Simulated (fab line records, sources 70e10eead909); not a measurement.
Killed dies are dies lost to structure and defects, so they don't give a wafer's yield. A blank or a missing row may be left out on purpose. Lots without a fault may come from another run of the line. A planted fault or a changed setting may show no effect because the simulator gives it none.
Chamber matching | flow nand_harc | NHARC_P_CONTACT_ALD_22 on ald_metal-04: 4 sister chambers
The step deposits TiN, target thk 3 nm, pulse time 1 s, ald cycles 150. 7 wafers are shown with their chamber, then 9 later ones without.

WAFERS WITH THEIR CHAMBER
wafer  | chamber | heater_power_w (W) | precursor_pulse_height_rel
L081.3 | 3       | 1277               | 0.999
L081.4 | 0       | 1086               | 0.974
L086.4 | 2       | 1127               | 1.014
L086.5 | 0       | 1087               | 0.981
L088.1 | 2       | 1149               | 1.008
L088.4 | 1       | 931                | 0.992
L088.5 | 1       | 972                | 0.981

WAFERS WITHOUT THEIR CHAMBER
wafer  | heater_power_w (W) | precursor_pulse_height_rel
L091.1 | 1080               | 1.031
L091.5 | 949                | 1.018
L091.6 | 1099               | 0.998
L095.1 | 941                | 0.973
L095.3 | 1180               | 0.994
L095.4 | 1146               | 1.010
L096.1 | 1064               | 0.982
L096.4 | 1196               | 0.995
L096.6 | 1052               | 1.015

WHICH CHAMBER EACH WENT THROUGH
wafer  | from the rows above     | in truth
L091.1 | 2                       | 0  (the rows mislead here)
L091.5 | 1                       | 1
L091.6 | can't be placed: 2 or 0 | 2
L095.1 | 1                       | 1
L095.3 | can't be placed: 2 or 3 | 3
L095.4 | 2                       | 2
L096.1 | 0                       | 0
L096.4 | can't be placed: 2 or 3 | 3
L096.6 | 2                       | 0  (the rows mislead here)
Placed correctly: 4 of 9. Can't be placed from these rows: 3 (the true chamber is among the candidates in 3). Placed wrongly: 2.
How it was worked out, from the rows above alone: a wafer's distance from a chamber is the root of the sum, over the readings, of the square of ((its reading less the chamber's mean) divided by the reading's scatter). The wafer belongs to the nearest chamber; if the next one is less than 2 further off, it can't be placed. A chamber's mean is the mean of its shown wafers. The scatter: the root of (the sum of the squares of (reading less its chamber's mean) over the shown wafers, divided by (wafers less chambers)).
